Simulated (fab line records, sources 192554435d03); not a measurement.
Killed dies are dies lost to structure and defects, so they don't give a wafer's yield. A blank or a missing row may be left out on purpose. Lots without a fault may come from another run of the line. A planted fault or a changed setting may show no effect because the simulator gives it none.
fab line records | flow n5_finfet
record lots=6 wafers=18 last_day=17
route steps=1938 shown BEOL_M0_CUTY@714 BEOL_M0@715 BEOL_M4@1111 PASSIVATION@1936
lots that met no fault: from a run of the same line without faults
start_h: hours from the record's first day to the start of the lot's first wafer shown | wait_h: hours since the lot's step before | " the same as in the row above | L1.1+2: a row that stands for several wafers | - no value, or no start given | * or withheld: withheld | < > ~ a bound
route shown NAME@n: a module of which the file shows steps, and the number in the route of the first | usual: mean/standard deviation of fault-free wafers | same: alike in all rows | chamber/n: place in a boat | sites: the reading at each site | _std_site: their standard deviation | _edge_site: outer sites' mean less inner sites' | radius_mm: how far each site lies from the wafer's centre | mask NAME#n: copy n | behind: the tool/chamber that last shaped the wafer | hold: why the lot was held/for how many hours/how that ended | device: the transistor (n, p or np) that didn't switch | end of line: the same wafers' tests at the end of the route | a step without rows: its recipe alone | killed: dies lost to structure and defects at the first sort, not the wafer's yield | map: a wafer's dies, x killed, . not, _ none there
set.NAME: the setting as run; set.NAME@STEP: as run at that earlier step | model.NAME: the simulator's own value behind a step, which no gauge read
lots at some steps of the route; a table a step, a row a wafer
services: from which hour (start_h, from the record's first day; less than 0 if before it) a tool's chamber was out of use, for how many hours, and why
## steps
# step N5_BEOL_M0_CUTY_STRIP_64
# recipe chemistry=N2/H2 temp_c=40 n2_flow_sccm=200 h2_flow_sccm=200 rf_frequency_hz=6e+07
# step N5_BEOL_M0_ETCH_138
# recipe chemistry=CH3F/O2 target_depth_a=120 target=SiCN time_s=31.6 ion_energy_ev=120 pressure_mtorr=30 source_w=395 bias_w=75 Ar_flow_sccm=150 CH3F_flow_sccm=30 O2_flow_sccm=20 ends=cleared
# usual CH3F_flow_sccm=29.99/0.079 bias_w=75.01/0.2 drypump_motor_current_A=5.6/0.47 etch_rf_on_time_s=29.0/0.69 oes_product_au=0.73/0.065 rf_vpp_V=298.0/1.9 showerhead_plenum_p_Torr=2.04/0.08 throttle_valve_pct=16.20/0.18
# columns lot.wafer tool chamber start_h wait_h CH3F_flow_sccm bias_w drypump_motor_current_A etch_rf_on_time_s oes_product_au rf_hours_counter_h rf_vpp_V showerhead_plenum_p_Torr throttle_valve_pct
L132.2 rie_diel-01 2 121.44 0.0 29.90 75.27 5.3 28.5 0.81 7 297.8 2.14 16.11
L132.3 " 3 " " 30.06 75.10 6.3 29.2 0.79 13 296.5 1.97 16.25
L132.6 " 1 " " 30.05 74.94 5.1 28.8 0.78 - 300.3 2.13 16.18
L135.2 rie_diel-04 2 136.16 0.0 29.99 75.01 6.1 28.4 0.70 77 299.0 2.02 16.07
L135.3 " 0 " " 29.90 74.70 5.4 29.6 0.79 22 296.1 1.96 16.14
L135.5 " 1 " " 29.97 75.21 5.1 29.7 0.80 - 299.9 2.13 15.88
L143.2 rie_diel-01 2 187.75 0.0 29.98 75.22 5.3 28.2 0.79 21 299.6 2.13 16.12
L143.3 " 3 " " 29.98 75.09 6.3 28.6 0.76 31 296.6 1.96 16.27
L143.6 " 0 " " 30.07 74.89 5.8 29.1 0.69 - 298.0 2.01 16.20
L146.1 rie_diel-01 1 203.57 0.0 30.00 75.25 5.1 28.0 0.74 44 300.2 2.12 16.22
L146.2 " 0 " " 29.94 75.47 5.8 27.7 0.69 102 297.3 2.01 16.22
L146.5 " 2 " " 29.97 74.72 5.3 28.6 0.78 - 299.9 2.13 16.14
L145.2 rie_diel-04 2 207.94 0.0 29.97 74.89 6.1 29.6 0.67 102 297.1 2.01 16.10
L145.3 " 3 " " 29.96 75.33 6.1 28.0 0.86 2 299.9 2.14 16.23
L145.5 " 2 " " 29.94 74.84 6.1 30.3 0.68 - 298.3 2.01 16.11
L147.2 rie_diel-04 1 212.13 0.0 30.02 74.84 5.0 28.9 0.74 36 299.3 2.12 15.94
L147.3 " 0 " " 30.04 75.03 5.3 29.0 0.74 51 296.1 1.95 16.20
L147.4 " 2 " " 29.89 75.05 6.1 29.6 0.68 103 297.6 2.01 16.09
# step N5_BEOL_M0_HM_OPEN_105
# recipe chemistry=Cl2/BCl3 target_depth_a=120 target=TiN ion_energy_ev=150 pressure_mtorr=10 icp_w=1000 bias_w=126 Cl2_flow_sccm=53.25 bcl3_flow_sccm=21.75 Ar_flow_sccm=25
# usual bcl3_flow_sccm=21.74/0.063 drypump_motor_current_A=5.6/0.42 oes_product_au=0.80/0.089 throttle_valve_pct=21.92/0.15
# columns lot.wafer tool chamber start_h wait_h bcl3_flow_sccm drypump_motor_current_A oes_product_au rf_hours_counter_h throttle_valve_pct
L132.2 rie_metal-03 1 123.47 2.0 21.75 5.8 0.79 43 21.82
L132.3 " 0 " " 21.72 4.9 0.80 - 22.15
L132.6 " 1 " " 21.84 5.8 0.80 - 21.82
L135.2 rie_metal-03 1 137.18 1.0 21.72 5.8 0.78 43 21.82
L135.3 " 1 " " 21.75 5.9 0.79 - 21.83
L135.5 " 1 " " 21.71 5.9 0.79 - 21.83
L143.2 rie_metal-03 1 188.71 0.9 21.87 5.8 0.78 46 21.82
L143.3 " 1 " " 21.85 5.8 0.78 - 21.84
L143.6 " 1 " " 21.82 5.8 0.79 - 21.82
L146.1 rie_metal-01 1 205.32 1.7 21.64 6.2 0.62 131 22.02
L146.2 " 0 " " 21.79 5.5 0.91 7 21.89
L146.5 " 1 " " 21.71 6.2 0.62 - 22.01
L145.2 rie_metal-03 0 211.38 3.4 21.81 4.9 0.79 40 22.15
L145.3 " 0 " " 21.78 4.9 0.79 - 22.15
L145.5 " 0 " " 21.74 4.9 0.79 - 22.14
L147.2 rie_metal-03 1 214.39 2.2 21.70 5.8 0.78 49 21.81
L147.3 " 0 " " 21.74 4.9 0.79 - 22.16
L147.4 " 1 " " 21.77 5.9 0.78 - 21.84
# step N5_BEOL_M0_STRIP_140
# recipe chemistry=CF4 resist=SiARC power_w=300 bias_power_w=75 pressure_mtorr=50 cf4_flow_sccm=150 rf_frequency_hz=6e+07
# usual drypump_motor_current_A=5.7/0.51 oes_product_au=0.83/0.077 rf_vpp_V=271.9/1.9 showerhead_plenum_p_Torr=1.82/0.071 throttle_valve_pct=13.46/0.19
# columns lot.wafer tool chamber start_h wait_h drypump_motor_current_A oes_product_au rf_hours_counter_h rf_vpp_V showerhead_plenum_p_Torr throttle_valve_pct
L132.2 rie_diel-01 3 123.64 0.1 6.3 0.91 13 273.2 1.76 13.41
L132.3 " 1 " " 5.1 0.89 20 272.8 1.91 13.40
L132.6 " 0 " " 5.7 0.81 - 270.7 1.81 13.42
L135.2 rie_diel-04 3 137.35 0.1 6.1 0.69 240 269.5 1.70 13.94
L135.3 " 0 " " 5.3 0.90 22 272.7 1.76 13.33
L135.5 " 2 " " 6.1 0.79 - 272.5 1.81 13.30
L143.2 rie_diel-01 2 188.89 0.1 5.3 0.90 22 272.1 1.90 13.33
L143.3 " 0 " " 5.7 0.80 96 271.2 1.81 13.47
L143.6 " 3 " " 6.3 0.87 - 271.5 1.76 13.51
L146.1 rie_diel-03 2 205.52 0.1 5.3 0.70 215 270.8 1.71 13.75
L146.2 " 3 " " 4.8 0.71 210 272.1 1.85 13.87
L146.5 " 1 " " 6.5 0.82 - 272.2 1.89 13.47
L145.2 rie_diel-04 0 211.57 0.1 5.3 0.85 51 271.1 1.75 13.39
L145.3 " 3 " " 6.1 0.96 4 275.8 1.91 13.41
L145.5 " 2 " " 6.1 0.77 - 272.7 1.81 13.37
L147.2 rie_diel-04 2 214.71 0.3 6.1 0.77 105 273.1 1.81 13.39
L147.3 " 0 " " 5.3 0.85 53 270.6 1.75 13.40
L147.4 " 1 " " 5.0 0.84 37 274.3 1.90 13.21
# step N5_BEOL_M0_STRIP_104
# recipe chemistry=N2/H2 power_w=450 temp_c=40 pressure_mtorr=20 rf_frequency_hz=6e+07 overash_fraction=0.3 bias_power_w=7 h2_frac=0.5 n2_flow_sccm=200 h2_flow_sccm=200
# usual drypump_motor_current_A=5.7/0.51 oes_product_au=0.85/0.081 rf_vpp_V=59.4/1.6 showerhead_plenum_p_Torr=2.58/0.11 temp_c=39.98/0.12 throttle_valve_pct=23.60/0.2
# columns lot.wafer tool chamber start_h wait_h drypump_motor_current_A oes_product_au rf_hours_counter_h rf_vpp_V showerhead_plenum_p_Torr temp_c throttle_valve_pct
L132.2 rie_diel-01 3 123.66 0.0 6.3 0.91 13 57.1 2.50 39.97 23.76
L132.3 " 1 " " 5.1 0.91 20 61.0 2.71 40.04 23.55
L132.6 " 0 " " 5.8 0.83 - 58.9 2.56 39.92 23.35
L135.2 rie_diel-04 3 137.37 0.0 6.1 0.68 240 59.8 2.39 39.89 23.72
L135.3 " 0 " " 5.3 0.92 22 60.9 2.49 40.02 23.60
L135.5 " 2 " " 6.1 0.83 - 57.1 2.56 40.18 23.34
L143.2 rie_diel-01 2 188.91 0.0 5.3 0.92 22 61.2 2.70 39.79 23.47
L143.3 " 0 " " 5.8 0.81 96 60.0 2.55 39.82 23.36
L143.6 " 3 " " 6.3 0.89 - 61.6 2.49 39.77 23.76
L146.1 rie_diel-03 2 205.54 0.0 5.3 0.71 215 58.8 2.41 39.89 23.87
L146.2 " 3 " " 4.8 0.70 210 60.1 2.62 40.04 24.11
L146.5 " 1 " " 6.5 0.85 - 61.3 2.69 39.96 23.72
L145.2 rie_diel-04 0 211.59 0.0 5.3 0.88 51 59.5 2.48 40.22 23.59
L145.3 " 3 " " 6.0 0.99 4 60.2 2.71 40.14 23.55
L145.5 " 2 " " 6.1 0.81 - 60.9 2.55 39.76 23.37
L147.2 rie_diel-04 2 214.73 0.0 6.1 0.79 105 60.1 2.55 39.95 23.37
L147.3 " 0 " " 5.3 0.86 53 57.6 2.48 39.76 23.63
L147.4 " 1 " " 5.1 0.86 37 58.2 2.70 39.94 23.64
# step N5_BEOL_M0_WET_ETCH_106
# recipe chemistry=DHF dilution=10:1 temp_c=25 target=SiO2 target_depth_a=1300 dry=ipa_marangoni rinse_time_s=30 rinse_temp_c=23
# step N5_BEOL_M0_ETCH_128
# recipe chemistry=CF4/N2 target_depth_a=120 overetch_a=51 target=SiCN time_s=21.4 ion_energy_ev=150 pressure_mtorr=40 source_w=430 bias_w=70 Ar_flow_sccm=100 cf4_flow_sccm=60 n2_flow_sccm=60
# usual bias_w=70.00/0.2 drypump_motor_current_A=5.6/0.51 oes_product_au=0.57/0.054 rf_vpp_V=383.1/2.1 showerhead_plenum_p_Torr=2.24/0.085 throttle_valve_pct=15.34/0.2
# columns lot.wafer tool chamber start_h wait_h bias_w drypump_motor_current_A oes_product_au rf_hours_counter_h rf_vpp_V showerhead_plenum_p_Torr throttle_valve_pct
L132.2 rie_diel-03 3 123.93 0.2 70.23 4.8 0.50 188 384.0 2.28 15.70
L132.3 " 0 " " 69.83 5.5 0.47 234 380.3 2.17 15.49
L132.6 " 3 " " 69.97 4.8 0.51 - 385.1 2.28 15.70
L135.2 rie_diel-03 1 137.86 0.4 70.21 6.5 0.60 41 385.6 2.34 15.31
L135.3 " 3 " " 70.15 4.8 0.50 194 384.1 2.28 15.69
L135.5 " 0 " " 70.19 5.5 0.47 - 381.0 2.17 15.49
L143.2 rie_diel-04 1 189.48 0.5 69.74 5.1 0.60 26 385.2 2.34 15.03
L143.3 " 2 " " 69.96 6.1 0.55 94 383.8 2.22 15.20
L143.6 " 1 " " 69.92 5.0 0.62 - 386.6 2.34 15.04
L146.1 rie_diel-03 3 206.05 0.4 69.72 4.8 0.49 210 384.4 2.27 15.74
L146.2 " 1 " " 70.34 6.5 0.56 73 385.5 2.33 15.39
L146.5 " 0 " " 70.09 5.5 0.66 - 381.7 2.16 15.03
L145.2 rie_diel-04 0 211.74 0.1 69.75 5.3 0.60 51 380.0 2.16 15.28
L145.3 " 2 " " 70.29 6.1 0.54 103 381.8 2.22 15.21
L145.5 " 2 " " 70.20 6.1 0.54 - 382.7 2.22 15.21
L147.2 rie_diel-04 0 214.85 0.0 70.05 5.3 0.58 53 382.2 2.15 15.28
L147.3 " 2 " " 69.92 6.1 0.53 105 382.0 2.22 15.22
L147.4 " 3 " " 70.28 6.0 0.67 5 386.8 2.35 15.32
# step N5_BEOL_M0_TRENCH_ETCH_107
# recipe chemistry=C4F6/O2 target_depth_a=328 target=SiOC time_s=16.4 ion_energy_ev=250 pressure_mtorr=30 source_w=355 bias_w=185 Ar_flow_sccm=300 C4F6_flow_sccm=10 O2_flow_sccm=10
# step N5_BEOL_M0_STRIP_142
# recipe chemistry=N2/H2 time_s=10 power_w=450 temp_c=40 pressure_mtorr=20 rf_frequency_hz=6e+07 bias_power_w=7 n2_flow_sccm=200 h2_flow_sccm=200
# step N5_BEOL_M0_OCD_MEAS_108
# usual trench_depth_nm=33.0/0.49
# columns lot.wafer tool chamber start_h wait_h trench_depth_nm
L132.2 ocd-01 - 124.07 0.1 32.3
L132.3 " - " " 33.2
L132.6 " - " " 33.0
L135.2 ocd-01 - 138.01 0.1 33.3
L135.3 " - " " 32.9
L135.5 " - " " 33.8
L143.2 ocd-02 - 189.63 0.1 32.3
L143.3 " - " " 32.7
L143.6 " - " " 32.4
L146.1 ocd-02 - 206.20 0.1 32.2
L146.2 " - " " 33.3
L146.5 " - " " 32.4
L145.2 ocd-02 - 211.90 0.1 32.8
L145.3 " - " " 32.4
L145.5 " - " " 33.0
L147.2 ocd-01 - 215.00 0.1 32.2
L147.3 " - " " 33.7
L147.4 " - " " 33.5
# step N5_BEOL_M0_HM_STRIP_129
# recipe chemistry=peroxide_tin_strip material=TiN target_depth_a=170 temp_c=50 time_s=108
# step N5_BEOL_M0_SRD_130
# recipe time_s=30 temp_c=23 rinse_liquid=diw dry=ipa_marangoni
# step N5_BEOL_M0_ETCH_109
# recipe chemistry=CH3F/O2 target_depth_a=80 overetch_a=24 target=SiCN time_s=27.4 ion_energy_ev=120 pressure_mtorr=30 source_w=395 bias_w=75 Ar_flow_sccm=150 CH3F_flow_sccm=30 O2_flow_sccm=20
# usual CH3F_flow_sccm=30.00/0.094 bias_w=75.01/0.22 drypump_motor_current_A=5.6/0.5 oes_product_au=0.71/0.069 rf_vpp_V=297.9/1.9 showerhead_plenum_p_Torr=2.03/0.084 throttle_valve_pct=16.23/0.2
# columns lot.wafer tool chamber start_h wait_h CH3F_flow_sccm bias_w drypump_motor_current_A oes_product_au rf_hours_counter_h rf_vpp_V showerhead_plenum_p_Torr throttle_valve_pct
L132.2 rie_diel-03 3 124.19 0.0 30.14 75.10 4.8 0.62 188 298.7 2.07 16.58
L132.3 " 2 " " 30.12 75.04 5.3 0.63 184 296.1 1.91 16.45
L132.6 " 1 " " 29.86 75.14 6.5 0.75 - 300.3 2.12 16.19
L135.2 rie_diel-03 3 138.12 0.0 30.07 75.35 4.8 0.63 194 298.0 2.07 16.60
L135.3 " 1 " " 30.10 74.66 6.4 0.75 41 300.6 2.12 16.19
L135.5 " 0 " " 29.91 75.26 5.5 0.59 - 296.5 1.96 16.34
L143.2 rie_diel-03 2 190.23 0.5 29.93 94.45 5.3 0.61 208 341.2 1.90 16.48
L143.3 " 1 " " 30.03 94.84 6.5 0.73 65 346.6 2.11 16.24
L143.6 " 2 " " 29.95 94.72 5.3 0.62 - 341.0 1.91 16.49
L146.1 rie_diel-04 3 206.31 0.0 30.16 75.03 6.0 0.83 2 299.1 2.14 16.22
L146.2 " 0 " " 29.92 75.05 5.4 0.73 49 296.0 1.95 16.18
L146.5 " 0 " " 29.90 74.96 5.3 0.75 - 295.1 1.95 16.16
L145.2 rie_diel-03 0 212.01 0.0 30.11 94.34 5.5 0.81 11 343.4 1.95 15.93
L145.3 " 2 " " 29.92 93.91 5.3 0.61 217 341.7 1.90 16.52
L145.5 " 3 " " 30.03 94.37 4.8 0.61 - 344.8 2.06 16.62
L147.2 rie_diel-04 3 215.11 0.0 29.81 75.04 6.0 0.83 5 298.6 2.14 16.24
L147.3 " 0 " " 30.00 74.87 5.3 0.74 53 296.9 1.95 16.19
L147.4 " 2 " " 29.97 75.16 6.1 0.68 105 297.2 2.01 16.12
# step N5_BEOL_M0_STRIP_139
# recipe chemistry=post_etch_residue_remover time_s=60 temp_c=25 remover_ph=withheld remover_water_wt_pct=withheld remover_fluoride_wt_pct=withheld
# step N5_BEOL_M4_RC_MEAS_101
# usual DIBL_N=36.6/1.1 DIBL_P=36.8/1.6 IOFF_N=0.169/0.024 IOFF_P=0.206/0.028 ION_N=679/9.2 ION_P=462/7 SS_N=71.6/0.57 SS_P=73.3/0.57 VT_N=248.8/2.4 VT_P=-251/3
# columns lot.wafer tool chamber start_h wait_h DIBL_N[mV/V] DIBL_P[mV/V] IOFF_N[nA/um] IOFF_P[nA/um] ION_N[uA/um] ION_P[uA/um] SS_N[mV/dec] SS_P[mV/dec] VT_N[mV] VT_P[mV]
L132.2 prober-01 0 201.41 0.2 37.1 37.3 0.182 0.215 673 456 72.2 74.1 248.4 -249
L132.3 " 0 " " 34.8 34.9 0.143 0.182 679 459 71.5 73.5 248.1 -255
L132.6 " 0 " " 36.6 37.7 0.185 0.224 687 465 72.3 74.0 247.1 -252
L135.2 prober-02 0 229.66 0.2 36.5 37.3 0.178 0.196 666 447 72.1 73.0 247.2 -253
L135.3 " 0 " " 38.0 39.8 0.223 0.238 691 457 73.3 74.0 247.8 -250
L135.5 " 0 " " 37.0 39.3 0.212 0.231 685 458 73.0 74.4 248.1 -253
L143.2 prober-02 0 265.74 0.2 37.0 37.1 0.156 0.205 670 462 71.2 73.0 251.5 -250
L143.3 " 0 " " 37.2 37.7 0.157 0.214 666 462 71.8 73.0 250.8 -249
L143.6 " 0 " " 37.5 37.7 0.164 0.223 671 460 71.3 73.7 251.2 -247
L146.1 prober-02 0 277.83 0.0 36.0 36.8 0.155 0.178 663 456 70.9 73.4 250.1 -255
L146.2 " 0 " " 35.7 36.2 0.149 0.173 679 454 71.6 73.2 251.4 -253
L146.5 " 0 " " 34.2 35.0 0.123 0.154 660 458 71.1 72.5 252.5 -256
L145.2 prober-01 0 297.14 0.2 38.5 38.9 0.213 0.240 681 465 72.8 74.4 248.4 -248
L145.3 " 0 " " 38.3 39.5 0.225 0.244 687 466 72.6 73.6 245.3 -248
L145.5 " 0 " " 37.4 38.5 0.200 0.228 690 464 71.4 74.0 247.0 -250
L147.2 prober-01 0 299.60 0.2 36.7 35.5 0.159 0.191 670 457 71.9 72.8 248.9 -254
L147.3 " 0 " " 36.9 36.1 0.157 0.199 672 451 71.7 73.3 249.5 -251
L147.4 " 0 " " 36.4 35.5 0.156 0.193 673 454 70.8 72.6 251.5 -253
# step N5_PASSIVATION_PROBE_49
# usual defect_limited_yield=91.1/1.5 killed_at_M0_to_M3=36/11 killed_at_M4_up=14/5.6 killed_at_contacts=11/5.6 killed_at_front_end=40/12 killed_at_other=4/3.2 killed_dies=105/17 killed_open=69/12 killed_short=34/8.4 sort_bin_5_function=5.2/0.95 sort_bin_6_memory=3.3/0.63 sort_n_pass=1075/17 sort_yield_pct=91.1/1.5
# same gross_dies=1180 killed_at_back_side=0 sort_bin_4_leakage[%]=0 sort_bin_8_speed[%]=0
# columns lot.wafer tool chamber start_h wait_h defect_limited_yield[%] killed_at_M0_to_M3 killed_at_M4_up killed_at_contacts killed_at_front_end killed_at_other killed_dies killed_open killed_short sort_bin_5_function[%] sort_bin_6_memory[%] sort_n_pass sort_yield_pct[%]
L143.2 prober-02 - 376.74 0.1 89.6 30 8 12 70 3 123 72 51 5.5 4.5 1057 89.6
L143.3 prober-02 - 376.79 0.1 89.4 48 9 15 44 9 125 81 43 6.4 4.0 1055 89.4
L143.6 prober-02 - 376.94 0.3 90.0 33 14 10 52 9 118 80 35 6.3 3.5 1062 90.0
L147.2 prober-02 - 409.90 0.1 89.8 39 18 8 51 4 120 92 28 6.7 3.1 1060 89.8
L147.3 prober-02 - 409.95 0.1 90.3 33 23 12 43 3 114 77 37 6.4 3.1 1066 90.3
L147.4 prober-02 - 410.00 0.2 91.4 26 18 16 37 4 101 76 25 5.3 3.0 1079 91.4
# killed by level:class
L143.2 FIN_SAQP:geometric_particle:short=21 STI_FIN_REVEAL:geometric_particle:open=19 MOL_CONTACT_COAG:geometric_particle:open=11 BEOL_M1:geometric_particle:open=7 FIN_SAQP:geometric_particle:open=6 BEOL_M0_SAQP:geometric_particle:short=6 STI_FIN_REVEAL:geometric_particle:short=5 BEOL_M0_SAQP:geometric_particle:open=5
L143.3 MOL_CONTACT_COAG:geometric_particle:open=15 FIN_SAQP:geometric_particle:short=12 BEOL_M1:geometric_particle:open=12 STI_FIN_REVEAL:geometric_particle:open=10 BEOL_M0_SAQP:geometric_particle:open=9 BEOL_M2:geometric_particle:open=7 FIN_SAQP:geometric_particle:open=6 GATE_CUT:geometric_particle:short=5
L143.6 STI_FIN_REVEAL:geometric_particle:open=23 MOL_CONTACT_COAG:geometric_particle:open=9 BEOL_M2:geometric_particle:open=7 FIN_SAQP:geometric_particle:short=6 BEOL_M3:geometric_particle:open=6 MIM_BOT:geometric_particle:short=5 DUMMY_GATE:geometric_particle:open=5 BEOL_M0_SAQP:geometric_particle:short=5
L147.2 STI_FIN_REVEAL:geometric_particle:open=23 BEOL_M3:geometric_particle:open=17 FIN_SAQP:geometric_particle:short=8 FIN_SAQP:geometric_particle:open=7 MOL_CONTACT_COAG:geometric_particle:open=7 BEOL_M4:geometric_particle:open=6 BEOL_M2:geometric_particle:open=5 BEOL_M1:geometric_particle:open=4
L147.3 BEOL_M2:geometric_particle:open=12 MOL_CONTACT_COAG:geometric_particle:open=9 BEOL_M4:geometric_particle:open=9 DUMMY_GATE:geometric_particle:open=8 FIN_SAQP:geometric_particle:short=6 GATE_CUT:geometric_particle:open=6 GATE_CUT:geometric_particle:short=6 BEOL_M0_SAQP:geometric_particle:open=6
L147.4 MOL_CONTACT_COAG:geometric_particle:open=15 STI_FIN_REVEAL:geometric_particle:open=13 BEOL_M2:geometric_particle:open=9 BEOL_M4:geometric_particle:open=9 GATE_CUT:geometric_particle:open=8 BEOL_M0_SAQP:geometric_particle:open=5 GATE_CUT:geometric_particle:short=4 BEOL_M3:geometric_particle:open=4
## services
# columns tool chamber start_h hours kind
rie_diel-04 3 103.26 4.3 repair
rie_metal-01 0 104.51 - clean
rie_metal-01 0 104.51 16.6 scheduled_down
rie_metal-01 0 104.51 16.6 vent_cycle
rie_metal-03 - 125.32 1.4 pm
rie_diel-01 - 129.43 10.9 repair
rie_diel-04 3 138.33 9.4 repair
rie_diel-01 2 143.52 8.2 repair
rie_diel-03 0 165.44 - clean
rie_diel-03 0 165.44 - consumable_replace:focus_ring
rie_diel-03 0 165.44 20.8 scheduled_down
rie_diel-03 0 165.44 20.8 vent_cycle
rie_metal-03 0 173.53 3.5 repair
rie_metal-03 0 179.32 4.5 repair
rie_diel-04 3 182.81 - clean
rie_diel-04 3 182.81 - consumable_replace:focus_ring
rie_diel-04 3 182.81 - consumable_replace:showerhead
rie_diel-04 3 182.81 17.6 scheduled_down
rie_diel-04 3 182.81 17.6 vent_cycle
rie_metal-01 1 206.10 - clean
rie_metal-01 1 206.10 26.7 scheduled_down
rie_metal-01 1 206.10 26.7 vent_cycle
## key
first_sign step=N5_BEOL_M0_ETCH_109 reading=bias_w direction=up sigmas=88 usual=* struck=*
effect step=N5_BEOL_M0_ETCH_109 reading=rf_vpp_V direction=up sigmas=24 usual=297.9 struck=343.1
met_at N5_BEOL_M0_ETCH_109
struck_wafers L143.2,L143.3,L143.6,L145.2,L145.3,L145.5
onset_between 138.12 190.23
fault kind=process_parameter_drift tool=rie_diel-03 chamber=- onset_h=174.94 steps=N5_BEOL_M0_ETCH_109 channel=bias_w offset=* shape=step end_h=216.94 acts_in=* stated=*
